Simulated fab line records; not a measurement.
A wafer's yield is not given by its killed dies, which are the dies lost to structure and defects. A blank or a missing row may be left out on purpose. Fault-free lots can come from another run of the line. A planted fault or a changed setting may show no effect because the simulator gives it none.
fab line records	flow n5_finfet
record: lots: 6	wafers: 17	last_day: 17
route steps=1938 shown MOL_CONTACT_COAG@606 BEOL_M4@1111 PASSIVATION@1936
lots with no fault: from the same line, run without faults
start_h: start of the lot's first displayed wafer, in hours after the record's first day	wait_h: hours since the lot's step before	" identical to the entry in the row above	L1.1+2: several wafers, shown together as one row	- no value, or no start given	* or withheld: withheld	< > ~ a bound
route shown NAME@n: names a module that has steps shown in the file, with the first one's number in the route	usual: mean/standard deviation of fault-free wafers	same: alike in all rows	chamber/n: place in a boat	sites: each site's reading	_std_site: how widely they spread, as a standard deviation	_edge_site: the outer-site mean with the inner-site mean subtracted	radius_mm: for every site, how far away it sits from the centre of the wafer	mask NAME#n: copy n	behind: the most recent tool/chamber to have shaped the wafer	hold: the reason the lot was held/the length of the hold in hours/how it ended	device: the transistor (n, p or np) that didn't switch	end of line: tests run on the same wafers once the route is complete	where a step has no rows: the recipe by itself	killed: dies lost to structure and defects at the first sort, not the wafer's yield	map: a wafer's dies, x killed, . not, _ none there
set.NAME: the setting as run; set.NAME@STEP: as run at that earlier step	model.NAME: the simulator's own value behind a step, which no gauge read
lots at some steps of the route; a table a step, a row a wafer
services: when a tool's chamber went out of use (start_h, in hours from the record's first day, below 0 if earlier), for how many hours, and the reason
== steps ==
step: N5_MOL_CONTACT_COAG_ETCH_65
recipe: chemistry: N2/H2	target: underlayer	target_depth_a: 130	mask_material: CAR-EUV	time_s: 10.4	ion_energy_ev: 200	pressure_mtorr: 30	source_w: 840	bias_w: 150	n2_flow_sccm: 200	h2_flow_sccm: 200	ends: cleared
usual: drypump_motor_current_A: 5.5/0.38	etch_rf_on_time_s: 10.5/0.38	h2_flow_sccm: 199.9/0.63	n2_flow_sccm: 200.0/0.65	oes_product_au: 0.68/0.081	rf_vpp_V: 524.1/2.8	showerhead_plenum_p_Torr: 2.55/0.088	throttle_valve_pct: 17.80/0.26
lot.wafer	tool	chamber	start_h	wait_h	drypump_motor_current_A	etch_rf_on_time_s	h2_flow_sccm	n2_flow_sccm	oes_product_au	rf_hours_counter_h	rf_vpp_V	showerhead_plenum_p_Torr	throttle_valve_pct
L993.1	rie_diel-05	2	127.15	0.0	5.7	10.0	199.4	199.8	0.70	127	519.2	2.36	18.34
L993.5	"	3	"	"	5.0	9.9	199.8	200.4	0.62	-	528.0	2.61	17.73
L993.6	"	2	"	"	5.7	10.1	200.4	200.8	0.69	-	518.4	2.36	18.33
L996.1	rie_diel-05	2	143.68	0.0	5.7	10.1	199.8	199.8	0.68	133	519.4	2.36	18.35
L996.2	"	1	"	"	5.5	11.0	200.0	199.5	0.68	60	521.1	2.48	17.64
L996.5	"	2	"	"	5.7	10.2	201.3	201.1	0.68	-	518.8	2.36	18.37
L998.1	rie_diel-04	3	150.43	0.0	5.0	10.4	200.6	200.7	0.58	248	525.5	2.62	17.93
L998.3	"	2	"	"	5.7	10.9	200.1	200.0	0.59	223	525.3	2.59	17.99
L998.4	"	1	"	"	5.6	10.7	200.7	200.1	0.58	-	521.5	2.42	18.07
L101.3	rie_diel-05	3	178.54	0.0	5.0	9.9	199.6	200.2	0.62	219	526.5	2.61	17.78
L101.4	"	0	"	"	4.9	10.4	199.0	200.7	0.60	193	521.2	2.44	18.10
L101.5	"	3	"	"	5.0	9.9	200.0	200.2	0.62	-	525.9	2.61	17.77
L108.4	rie_diel-01	1	218.78	0.0	5.2	11.0	199.8	199.9	0.62	168	524.0	2.53	17.95
L108.6	"	1	"	"	5.2	11.0	201.0	200.4	0.62	-	523.4	2.53	17.95
L112.1	rie_diel-05	2	241.20	0.0	5.7	10.4	200.1	200.7	0.65	164	517.0	2.35	18.41
L112.2	"	3	"	"	5.0	10.0	200.5	200.0	0.59	240	524.9	2.60	17.80
L112.4	"	0	"	"	4.9	10.4	200.2	200.1	0.59	216	519.0	2.43	18.14
step: N5_MOL_CONTACT_COAG_ETCH_66
recipe: chemistry: CF4	target: SiARC	target_depth_a: 130	mask_material: CAR-EUV	time_s: 21.7	ion_energy_ev: 80	pressure_mtorr: 40	source_w: 545	bias_w: 36	Ar_flow_sccm: 100	cf4_flow_sccm: 100	ends: cleared
usual: drypump_motor_current_A: 5.5/0.39	etch_rf_on_time_s: 21.8/0.88	oes_product_au: 0.68/0.08	rf_vpp_V: 184.0/1.2	showerhead_plenum_p_Torr: 2.15/0.071	throttle_valve_pct: 15.58/0.28
lot.wafer	tool	chamber	start_h	wait_h	drypump_motor_current_A	etch_rf_on_time_s	oes_product_au	rf_hours_counter_h	rf_vpp_V	showerhead_plenum_p_Torr	throttle_valve_pct
L993.1	rie_diel-05	2	127.17	0.0	5.7	21.1	0.69	127	182.8	1.99	15.93
L993.5	"	3	"	"	5.0	20.7	0.62	-	184.0	2.21	15.72
L993.6	"	2	"	"	5.7	21.0	0.69	-	181.3	1.99	15.95
L996.1	rie_diel-05	2	143.70	0.0	5.7	21.1	0.68	133	180.9	1.98	15.97
L996.2	"	1	"	"	5.6	23.0	0.68	60	183.4	2.09	15.34
L996.5	"	2	"	"	5.7	21.4	0.68	-	181.7	1.98	15.95
L998.1	rie_diel-04	3	150.45	0.0	5.1	21.8	0.58	248	184.6	2.19	15.56
L998.3	"	2	"	"	5.7	23.0	0.58	223	185.4	2.21	16.02
L998.4	"	1	"	"	5.6	22.6	0.58	-	183.1	2.03	15.72
L101.3	rie_diel-05	3	178.56	0.0	5.0	20.5	0.62	219	185.3	2.20	15.76
L101.4	"	0	"	"	4.9	21.3	0.60	193	183.7	2.05	15.84
L101.5	"	3	"	"	5.0	20.5	0.62	-	185.0	2.20	15.75
L108.4	rie_diel-01	1	218.80	0.0	5.2	22.2	0.62	168	184.1	2.12	15.71
L108.6	"	1	"	"	5.2	22.3	0.63	-	183.8	2.12	15.72
L112.1	rie_diel-05	2	241.22	0.0	5.7	21.4	0.66	164	181.1	1.98	16.00
L112.2	"	3	"	"	5.0	20.7	0.60	240	185.6	2.19	15.79
L112.4	"	0	"	"	4.9	21.1	0.60	216	182.6	2.04	15.89
step: N5_MOL_CONTACT_COAG_ALD_133
recipe: material: SiO2	target_thk_a: 50	temp_c: 100	ald_precursor_family: BDEAS	ald_co_reactant: O2-plasma	pulse_time_s: 1	co_reactant_pulse_time_s: 1	purge_time_s: 2	co_reactant_purge_time_s: 2	ald_cycles: 35	pressure_torr: 2
step: N5_MOL_CONTACT_COAG_ETCHBACK_134
recipe: chemistry: CHF3	target: SiO2	target_depth_a: 100	time_s: 6.7	ion_energy_ev: 200	pressure_mtorr: 30	source_w: 610	bias_w: 170	Ar_flow_sccm: 200	CHF3_flow_sccm: 50
usual: drypump_motor_current_A: 5.5/0.4	oes_product_au: 0.78/0.09	rf_vpp_V: 530/19	showerhead_plenum_p_Torr: 2.38/0.093	throttle_valve_pct: 18.73/0.25
lot.wafer	tool	chamber	start_h	wait_h	drypump_motor_current_A	oes_product_au	rf_hours_counter_h	rf_vpp_V	showerhead_plenum_p_Torr	throttle_valve_pct
L993.1	rie_diel-04	1	128.18	0.1	5.6	0.69	221	517	2.28	18.93
L993.5	"	0	"	"	6.0	0.67	-	538	2.47	18.92
L993.6	"	3	"	"	5.1	0.69	-	515	2.44	18.63
L996.1	rie_diel-05	0	144.59	0.1	4.8	0.72	185	512	2.26	18.80
L996.2	"	3	"	"	5.0	0.71	208	515	2.44	18.72
L996.5	"	2	"	"	5.7	0.79	-	516	2.20	19.10
L998.1	rie_diel-05	2	150.71	0.1	5.7	0.79	136	517	2.20	19.09
L998.3	"	3	"	"	5.0	0.72	210	514	2.44	18.72
L998.4	"	1	"	"	5.6	0.81	-	524	2.33	18.50
L101.3	rie_diel-05	0	178.82	0.1	4.9	0.71	193	511	2.26	18.81
L101.4	"	3	"	"	5.0	0.71	219	515	2.43	18.74
L101.5	"	0	"	"	4.9	0.70	-	511	2.26	18.81
L108.4	rie_diel-01	1	219.06	0.1	5.2	0.72	168	513	2.36	18.83
L108.6	"	3	"	"	6.0	0.68	-	561	2.45	18.83
L112.1	rie_diel-01	0	241.52	0.1	6.0	0.87	62	567	2.32	18.50
L112.2	"	1	"	"	5.2	0.72	176	514	2.36	18.86
L112.4	"	3	"	"	5.9	0.70	221	561	2.44	18.83
step: N5_MOL_CONTACT_COAG_ETCH_67
recipe: chemistry: N2/H2	target: SOC	target_depth_a: 600	overetch_a: 210	mask_material: SiARC	temp_c: 40	time_s: 101.2	ion_energy_ev: 200	pressure_mtorr: 30	source_w: 840	bias_w: 150	n2_flow_sccm: 200	h2_flow_sccm: 200
step: N5_MOL_CONTACT_COAG_STRIP_68
recipe: chemistry: N2/H2	temp_c: 40	n2_flow_sccm: 200	h2_flow_sccm: 200	rf_frequency_hz: 6e+07
step: N5_MOL_CONTACT_COAG_STRIP_69
recipe: chemistry: N2/H2	temp_c: 40	n2_flow_sccm: 200	h2_flow_sccm: 200	rf_frequency_hz: 6e+07
step: N5_MOL_CONTACT_COAG_ETCHBACK_136
recipe: chemistry: CHF3	target: SiO2	target_depth_a: 250	time_s: 16.7	ion_energy_ev: 200	pressure_mtorr: 30	source_w: 610	bias_w: 170	Ar_flow_sccm: 200	CHF3_flow_sccm: 50
usual: drypump_motor_current_A: 5.5/0.4	oes_product_au: 0.78/0.089	rf_vpp_V: 530/19	showerhead_plenum_p_Torr: 2.38/0.093	throttle_valve_pct: 18.73/0.25
lot.wafer	tool	chamber	start_h	wait_h	drypump_motor_current_A	oes_product_au	rf_hours_counter_h	rf_vpp_V	showerhead_plenum_p_Torr	throttle_valve_pct
L993.1	rie_diel-04	1	128.30	0.0	5.6	0.70	221	516	2.28	18.95
L993.5	"	0	"	"	6.1	0.67	-	538	2.47	18.91
L993.6	"	3	"	"	5.0	0.69	-	516	2.44	18.62
L996.1	rie_diel-05	0	144.71	0.0	4.8	0.72	185	512	2.26	18.77
L996.2	"	3	"	"	5.0	0.72	208	514	2.44	18.70
L996.5	"	2	"	"	5.7	0.79	-	517	2.20	19.09
L998.1	rie_diel-05	2	150.83	0.0	5.7	0.79	136	515	2.20	19.10
L998.3	"	3	"	"	5.0	0.71	210	514	2.44	18.70
L998.4	"	1	"	"	5.6	0.79	-	524	2.33	18.52
L101.3	rie_diel-05	0	178.95	0.0	4.9	0.70	193	513	2.26	18.81
L101.4	"	3	"	"	5.0	0.71	219	513	2.43	18.73
L101.5	"	0	"	"	4.9	0.70	-	511	2.26	18.82
L108.4	rie_diel-01	1	219.18	0.0	5.2	0.74	168	515	2.36	18.83
L108.6	"	3	"	"	6.0	0.70	-	563	2.45	18.83
L112.1	rie_diel-01	0	241.64	0.0	6.0	0.86	62	565	2.32	18.49
L112.2	"	1	"	"	5.2	0.72	176	513	2.36	18.85
L112.4	"	3	"	"	5.9	0.69	221	561	2.44	18.83
step: N5_MOL_CONTACT_COAG_STRIP_120
recipe: chemistry: CHF3	resist: SiARC	rf_frequency_hz: 6e+07
step: N5_MOL_CONTACT_COAG_VIA_ETCH_117
recipe: chemistry: C4F6/O2	target_depth_a: 400	overetch_a: 80	mask_material: SOC	target: SiO2	bias_w: 455	pressure_mtorr: 10	time_s: 26	source_w: 325	Ar_flow_sccm: 300	C4F6_flow_sccm: 10	O2_flow_sccm: 10	ion_energy_ev: 575.3	ends: end_point
step: N5_MOL_CONTACT_COAG_ETCH_124
recipe: chemistry: CH3F/O2	target: SiNx	target_depth_a: 65	mask_material: SOC	stop_on: SiOC	over_etch_frac: 0.3	ion_energy_ev: 120	pressure_mtorr: 30	source_w: 395	bias_w: 73	Ar_flow_sccm: 150	CH3F_flow_sccm: 30	O2_flow_sccm: 20	ends: end_point
usual: drypump_motor_current_A: 5.5/0.4	oes_product_au: 0.67/0.075	rf_vpp_V: 300/11	showerhead_plenum_p_Torr: 2.00/0.082	throttle_valve_pct: 16.33/0.25
lot.wafer	tool	chamber	start_h	wait_h	drypump_motor_current_A	oes_product_au	rf_hours_counter_h	rf_vpp_V	showerhead_plenum_p_Torr	throttle_valve_pct
L993.1	rie_diel-04	1	128.37	0.0	5.6	0.59	221	289	1.91	16.51
L993.5	"	0	"	"	6.1	0.59	-	305	2.08	16.55
L993.6	"	3	"	"	5.1	0.59	-	292	2.05	16.28
L996.1	rie_diel-05	0	144.77	0.0	4.9	0.60	185	289	1.89	16.39
L996.2	"	3	"	"	5.0	0.60	208	291	2.05	16.36
L996.5	"	2	"	"	5.7	0.66	-	294	1.85	16.68
L998.1	rie_diel-05	2	150.90	0.0	5.7	0.67	136	292	1.85	16.71
L998.3	"	3	"	"	5.0	0.60	210	292	2.05	16.37
L998.4	"	1	"	"	5.5	0.69	-	296	1.95	16.09
L101.3	rie_diel-05	0	179.01	0.0	4.8	0.60	194	291	1.89	16.40
L101.4	"	3	"	"	5.0	0.60	219	293	2.05	16.39
L101.5	"	0	"	"	4.9	0.60	-	290	1.89	16.39
L108.4	rie_diel-01	1	219.25	0.0	5.2	0.64	168	291	1.99	16.44
L108.6	"	3	"	"	5.9	0.60	-	319	2.06	16.48
L112.1	rie_diel-01	0	241.70	0.0	6.0	0.75	62	319	1.94	16.06
L112.2	"	1	"	"	5.2	0.62	176	293	1.98	16.46
L112.4	"	3	"	"	5.9	0.60	221	318	2.06	16.50
step: N5_MOL_CONTACT_COAG_ETCH_48
recipe: chemistry: C4F6/O2	target_depth_a: 150	overetch_a: 45	mask_material: SOC	target: SiOC	bias_w: 465	pressure_mtorr: 10	time_s: 17	source_w: 335	Ar_flow_sccm: 300	C4F6_flow_sccm: 10	O2_flow_sccm: 10	ion_energy_ev: 576
step: N5_MOL_CONTACT_COAG_STRIP_72
recipe: chemistry: N2/H2	power_w: 450	temp_c: 40	pressure_mtorr: 20	rf_frequency_hz: 6e+07	overash_fraction: 3	bias_power_w: 7	h2_frac: 0.5	n2_flow_sccm: 200	h2_flow_sccm: 200
usual: drypump_motor_current_A: 5.5/0.4	h2_flow_sccm: 199.8/0.6	n2_flow_sccm: 200.0/0.62	oes_product_au: 0.78/0.09	power_w: 450.1/1.4	rf_vpp_V: 59.0/1.9	showerhead_plenum_p_Torr: 2.53/0.093	throttle_valve_pct: 23.6/0.31
lot.wafer	tool	chamber	start_h	wait_h	drypump_motor_current_A	h2_flow_sccm	n2_flow_sccm	oes_product_au	power_w	rf_hours_counter_h	rf_vpp_V	showerhead_plenum_p_Torr	throttle_valve_pct
L993.1	rie_diel-04	1	128.46	0.0	5.6	201.2	200.1	0.72	451.7	221	56.1	2.42	23.8
L993.5	"	0	"	"	6.0	198.8	199.5	0.67	451.0	-	57.3	2.60	23.4
L993.6	"	3	"	"	5.1	200.7	199.2	0.67	451.4	-	58.9	2.62	23.8
L996.1	rie_diel-05	0	144.87	0.0	4.8	199.9	200.4	0.72	451.4	185	62.6	2.44	23.8
L996.2	"	3	"	"	5.0	200.4	199.8	0.70	450.5	208	55.9	2.61	23.3
L996.5	"	2	"	"	5.7	200.3	198.5	0.78	449.6	-	58.2	2.36	24.4
L998.1	rie_diel-05	2	150.99	0.0	5.7	199.6	199.9	0.77	401.9	136	61.2	2.35	24.3
L998.3	"	3	"	"	5.0	199.3	200.6	0.73	401.7	210	61.4	2.61	23.3
L998.4	"	1	"	"	5.6	199.5	200.4	0.79	402.6	-	56.1	2.47	23.4
L101.3	rie_diel-05	0	179.10	0.0	4.9	200.0	199.8	0.71	402.5	194	59.0	2.44	23.9
L101.4	"	3	"	"	5.0	200.7	200.9	0.71	403.5	219	57.4	2.60	23.2
L101.5	"	0	"	"	4.9	199.1	199.5	0.71	402.4	-	60.7	2.44	23.8
L108.4	rie_diel-01	1	219.34	0.0	5.2	199.9	200.0	0.74	449.6	168	63.3	2.52	23.7
L108.6	"	3	"	"	5.9	199.2	199.8	0.70	449.5	-	61.0	2.62	23.8
L112.1	rie_diel-01	0	241.80	0.0	6.0	200.2	200.6	0.89	452.4	62	56.8	2.45	23.4
L112.2	"	1	"	"	5.2	199.5	200.8	0.76	452.1	176	56.2	2.52	23.7
L112.4	"	3	"	"	5.9	200.7	199.6	0.69	453.1	221	59.1	2.62	23.8
step: N5_MOL_CONTACT_COAG_STRIP_49
recipe: chemistry: N2/H2	time_s: 30	power_w: 1000	temp_c: 250	pressure_mtorr: withheld	n2_flow_sccm: 1750	h2_flow_sccm: 3250
step: N5_BEOL_M4_RC_MEAS_101
usual: DIBL_N: 36.1/2	DIBL_P: 36.3/2.4	IOFF_N: 0.15/0.035	IOFF_P: 0.21/0.039	ION_N: 672/15	ION_P: 463/9.7	SS_N: 71.5/0.7	SS_P: 73.2/0.75	VT_N: 251/3.6	VT_P: -250/3.8
lot.wafer	tool	chamber	start_h	wait_h	DIBL_N[mV/V]	DIBL_P[mV/V]	IOFF_N[nA/um]	IOFF_P[nA/um]	ION_N[uA/um]	ION_P[uA/um]	SS_N[mV/dec]	SS_P[mV/dec]	VT_N[mV]	VT_P[mV]
L993.1	prober-01	0	195.89	0.0	32.8	34.1	0.11	0.17	658	454	70.9	72.7	254	-253
L993.5	"	0	"	"	36.6	38.6	0.17	0.23	672	458	71.7	73.2	248	-250
L993.6	"	0	"	"	34.1	34.9	0.11	0.17	646	450	70.0	73.2	255	-254
L996.1	prober-01	0	214.21	0.5	38.2	39.3	0.22	0.26	686	465	72.3	73.7	244	-246
L996.2	"	0	"	"	33.8	33.7	0.13	0.19	679	464	71.3	72.3	251	-248
L996.5	"	0	"	"	34.5	35.1	0.15	0.20	671	459	71.5	73.7	248	-248
L998.1	prober-02	0	221.81	0.0	33.9	32.0	0.11	0.17	651	458	71.1	72.3	255	-247
L998.3	"	0	"	"	34.9	33.6	0.13	0.21	666	465	70.6	72.7	254	-247
L998.4	"	0	"	"	33.7	32.1	0.11	0.19	639	456	70.9	72.5	258	-247
L101.3	prober-01	0	246.33	0.3	37.6	37.9	0.19	0.24	694	479	72.0	73.2	244	-249
L101.4	"	0	"	"	37.0	36.2	0.17	0.22	668	458	72.0	74.1	248	-248
L101.5	"	0	"	"	37.9	37.2	0.19	0.24	712	479	71.9	72.9	248	-249
L108.4	prober-01	0	285.06	0.5	36.6	36.7	0.15	0.19	659	452	71.8	73.6	252	-252
L108.6	"	0	"	"	40.2	41.1	0.23	0.25	691	461	72.5	75.3	251	-251
L112.1	prober-02	0	306.59	0.0	37.4	37.0	0.18	0.25	682	466	71.8	73.7	247	-246
L112.2	"	0	"	"	34.5	33.2	0.13	0.19	672	467	70.8	72.8	253	-248
L112.4	"	0	"	"	35.6	34.8	0.14	0.21	681	475	71.1	73.0	249	-248
step: N5_PASSIVATION_PROBE_49
usual: defect_limited_yield: 91.1/1.6	killed_at_M0_to_M3: 35/11	killed_at_M4_up: 13/5.4	killed_at_contacts: 13/6.5	killed_at_front_end: 40/14	killed_at_other: 4/3.1	killed_dies: 105/18	killed_open: 69/14	killed_short: 34/7.3	sort_bin_5_function: 5.2/0.96	sort_bin_6_memory: 3.4/0.77	sort_bin_8_speed: 0.02/0.13	sort_n_pass: 1075/19	sort_yield_pct: 91.1/1.6
same: gross_dies: 1180	killed_at_back_side: 0	sort_bin_4_leakage[%]: 0
lot.wafer	tool	chamber	start_h	wait_h	defect_limited_yield[%]	killed_at_M0_to_M3	killed_at_M4_up	killed_at_contacts	killed_at_front_end	killed_at_other	killed_dies	killed_open	killed_short	sort_bin_5_function[%]	sort_bin_6_memory[%]	sort_bin_8_speed[%]	sort_n_pass	sort_yield_pct[%]
L996.1	prober-02	-	317.57	0.0	92.1	28	21	10	32	2	93	55	35	4.4	2.8	0.08	1087	92.1
L996.2	prober-02	-	317.62	0.1	90.4	34	23	23	31	2	113	86	26	6.2	3.2	0	1067	90.4
L996.5	prober-02	-	317.77	0.2	91.7	21	9	20	43	5	98	71	26	4.2	3.6	0	1082	91.7
L101.3	prober-02	-	357.30	0.1	92.5	24	18	9	36	2	89	61	27	4.8	2.5	0	1091	92.5
L101.4	prober-02	-	357.35	0.2	93.0	23	20	8	29	3	83	51	31	4.2	2.6	0	1097	93.0
L101.5	prober-02	-	357.40	0.2	89.4	33	21	6	63	2	125	72	50	6.1	3.6	0	1055	89.4
L108.4	prober-02	-	398.61	0.2	91.3	55	8	13	27	0	103	68	34	5.5	3.0	0	1077	91.3
L108.6	prober-02	-	398.71	0.3	92.5	46	6	12	23	2	89	40	49	4.7	2.3	0	1091	92.5
killed by level:class
L996.1 MOL_CONTACT_COAG:geometric_particle:open=9 BEOL_M0_SAQP:geometric_particle:open=8 BEOL_M4:geometric_particle:short=7 FIN_SAQP:geometric_particle:open=6 BEOL_M0_SAQP:geometric_particle:short=6 BEOL_M3:geometric_particle:open=5 FIN_SAQP:geometric_particle:short=3 DUMMY_GATE:geometric_particle:open=3
L996.2 MOL_CONTACT_COAG:geometric_particle:open=18 BEOL_M2:geometric_particle:open=16 DUMMY_GATE:geometric_particle:open=9 FIN_SAQP:geometric_particle:open=8 BEOL_M3:geometric_particle:open=7 FIN_SAQP:geometric_particle:short=5 MOL_CONTACT_COAG:geometric_particle:short=5 BEOL_M8:geometric_particle:open=5
L996.5 MOL_CONTACT_COAG:geometric_particle:open=18 BEOL_M3:geometric_particle:open=8 FIN_SAQP:geometric_particle:short=7 GATE_CUT:geometric_particle:open=7 FIN_SAQP:geometric_particle:open=5 DUMMY_GATE:geometric_particle:open=5 BEOL_M1:geometric_particle:open=5 GATE_CUT:geometric_particle:short=4
L101.3 BEOL_M2:geometric_particle:open=11 BEOL_M4:geometric_particle:open=10 MOL_CONTACT_COAG:geometric_particle:open=8 FIN_SAQP:geometric_particle:open=7 FIN_SAQP:geometric_particle:short=7 STARTING-WAFER:geometric_particle:short=7 GATE_CUT:geometric_particle:short=5 BEOL_M3:geometric_particle:open=4
L101.4 FIN_SAQP:geometric_particle:short=10 BEOL_M4:geometric_particle:open=9 DUMMY_GATE:geometric_particle:open=7 BEOL_M2:geometric_particle:short=6 BEOL_M2:geometric_particle:open=6 MOL_CONTACT_COAG:geometric_particle:open=5 FIN_SAQP:geometric_particle:open=4 BEOL_M3:geometric_particle:open=4
L101.5 FIN_SAQP:geometric_particle:short=14 GATE_CUT:geometric_particle:short=9 BEOL_M2:geometric_particle:open=9 BEOL_M4:geometric_particle:open=9 STI_FIN_REVEAL:geometric_particle:open=7 FIN_SAQP:geometric_particle:open=6 BEOL_M4:geometric_particle:short=6 MOL_CONTACT_COAG:geometric_particle:open=6
L108.4 BEOL_M0_SAQP:geometric_particle:open=19 BEOL_M0_SAQP:geometric_particle:short=15 MOL_CONTACT_COAG:geometric_particle:open=10 BEOL_M2:geometric_particle:open=8 FIN_SAQP:geometric_particle:short=6 DUMMY_GATE:geometric_particle:open=6 BEOL_M4:geometric_particle:open=6 BEOL_M3:geometric_particle:open=5
L108.6 BEOL_M0_SAQP:geometric_particle:short=17 BEOL_M1:geometric_particle:open=7 MOL_CONTACT_COAG:geometric_particle:open=7 BEOL_M1:geometric_particle:short=7 MOL_CONTACT_COAG:geometric_particle:short=5 BEOL_M0_SAQP:geometric_particle:open=5 FIN_SAQP:geometric_particle:short=4 STARTING-WAFER:geometric_particle:short=4
== services ==
tool	chamber	start_h	hours	kind
rie_diel-04	0	146.67	-	clean
rie_diel-04	0	146.67	-	consumable_replace:focus_ring
rie_diel-04	0	146.67	13.9	scheduled_down
rie_diel-04	0	146.67	13.9	vent_cycle
rie_diel-05	0	148.21	4.6	repair
rie_diel-04	3	160.57	-	clean
rie_diel-04	3	160.57	-	consumable_replace:focus_ring
rie_diel-04	3	160.57	28.2	scheduled_down
rie_diel-04	3	160.57	28.2	vent_cycle
rie_diel-01	3	195.47	16.5	repair
rie_diel-04	1	196.86	-	clean
rie_diel-04	1	196.86	-	consumable_replace:focus_ring
rie_diel-04	1	196.86	-	consumable_replace:showerhead
rie_diel-04	1	196.86	14.6	scheduled_down
rie_diel-04	1	196.86	14.6	vent_cycle
rie_diel-04	0	199.60	4.3	repair
rie_diel-04	2	211.62	-	clean
rie_diel-04	2	211.62	-	consumable_replace:focus_ring
== key ==
first_sign: step: N5_MOL_CONTACT_COAG_STRIP_72	reading: power_w	direction: down	sigmas: 33	usual: *	struck: *
effect none on later readings
met_at N5_MOL_CONTACT_COAG_STRIP_72
struck_wafers L998.1,L998.3,L998.4,L101.3,L101.4,L101.5
onset_between 144.87 150.99
fault: kind: process_parameter_drift	tool: rie_diel-05	chamber: -	onset_h: 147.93	steps: N5_MOL_CONTACT_COAG_STRIP_72	channel: power_w	offset: *	shape: step	end_h: 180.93	acts_in: *	stated: *
